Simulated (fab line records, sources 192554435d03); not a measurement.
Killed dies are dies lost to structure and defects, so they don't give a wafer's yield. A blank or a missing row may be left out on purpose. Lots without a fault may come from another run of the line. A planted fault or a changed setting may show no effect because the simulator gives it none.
Problem report in the 8D (eight disciplines) form, filled by code | flow n5_finfet | the parts of the form that need people (team, actions taken, sign-off) are left out

1. THE PROBLEM
spin_speed_rpm at N5_BEOL_M13_COAT_58 reads a mean of 1777.0 rpm on 6 wafers of 2 lots; wafers without a fault read 1500.2 rpm with a standard deviation of 0.99. That is +99 or more standard deviations from the usual mean.
The step: time 60 s, resist thk 89 nm.
First seen on wafer L412.3, day 14 12:58, on litho_track-05. The record holds 30 wafers of 10 lots with a number at this step. Rule for "out", or "out of limits": more than 4 standard deviations from the usual mean. The other wafers with a number count as sound.

2. WHAT IT IS AND WHAT IT IS NOT
question                    | is                     | is not
which readings at this step | spin_speed_rpm         | -
which lots                  | L412, L414             | L397, L398, L399, L403, L404, L415, L416, L420
which wafers of those lots  | all that have a number | -
read on which tools         | litho_track-05         | litho_track-03, litho_track-04
when                        | from day 14 12:58      | up to then (15 sound wafers); but 9 sound wafers of L415, L416, L420 came after

3. SUSPECTS, AND WHAT RULES EACH OUT
Counting: a tool at a process step up to the reading stays a suspect if it ran every lot that is out and no sound lot after the first of them.
- pvd_sputter-02 at N5_BEOL_M12_SPUTTER_45 (material Cu, target thk 80 nm, time 13.33 s): ruled out as a lasting fault. Sound lots L415 ran on it after its first lot that is out, L412 (day 14 11:44).
- rtp_anneal-02 at N5_BEOL_M12_ANNEAL_48 (time 90 s): kept. It ran every lot that is out, first L412 (day 14 12:05), and no sound lot after that; its last sound lot up to then is L399 (day 11 07:15).
- litho_track-05 at N5_BEOL_M13_COAT_58 (time 60 s, resist thk 89 nm): kept. It ran every lot that is out, first L412 (day 14 12:58), and no sound lot after that; its last sound lot up to then is L398 (day 11 14:46). Its own readings are out on those wafers: spin_speed_rpm.
Left after counting: rtp_anneal-02 at N5_BEOL_M12_ANNEAL_48, litho_track-05 at N5_BEOL_M13_COAT_58.

4. THE CAUSE (what the simulator had put in)
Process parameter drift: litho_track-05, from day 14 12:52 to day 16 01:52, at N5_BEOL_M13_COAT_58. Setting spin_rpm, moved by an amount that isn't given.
Counting left 2 suspects, and this tool is among them.

5. THE CHAIN OF EFFECTS, in route order
Each row: a reading whose mean over the struck wafers that have a number lies more than 3 standard deviations from the usual. Only readings for which the record gives a usual standard deviation are gone through. hours: the time from each lot's start at the first step in this table that gives one to its start at this step, as a median over the lots. sigmas: the change in usual standard deviations.
hours | step                 | reading                  | usual      | on struck wafers | change | sigmas
0     | N5_BEOL_M13_COAT_58  | spin_speed_rpm           | 1500.2 rpm | 1777.0           | +276.8 | +99 or more
1     | N5_BEOL_M13_STRIP_64 | strip_time_to_endpoint_s | 31.31 s    | 29.23            | -2.08  | -26
The process steps in it:
- N5_BEOL_M13_COAT_58: time 60 s, resist thk 89 nm.
- N5_BEOL_M13_STRIP_64: strips in N2/H2.

6. WHAT WOULD HAVE CAUGHT IT SOONER
In this record the first reading out of limits was taken at day 14 12:58, 0 hours after the fault began at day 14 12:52.
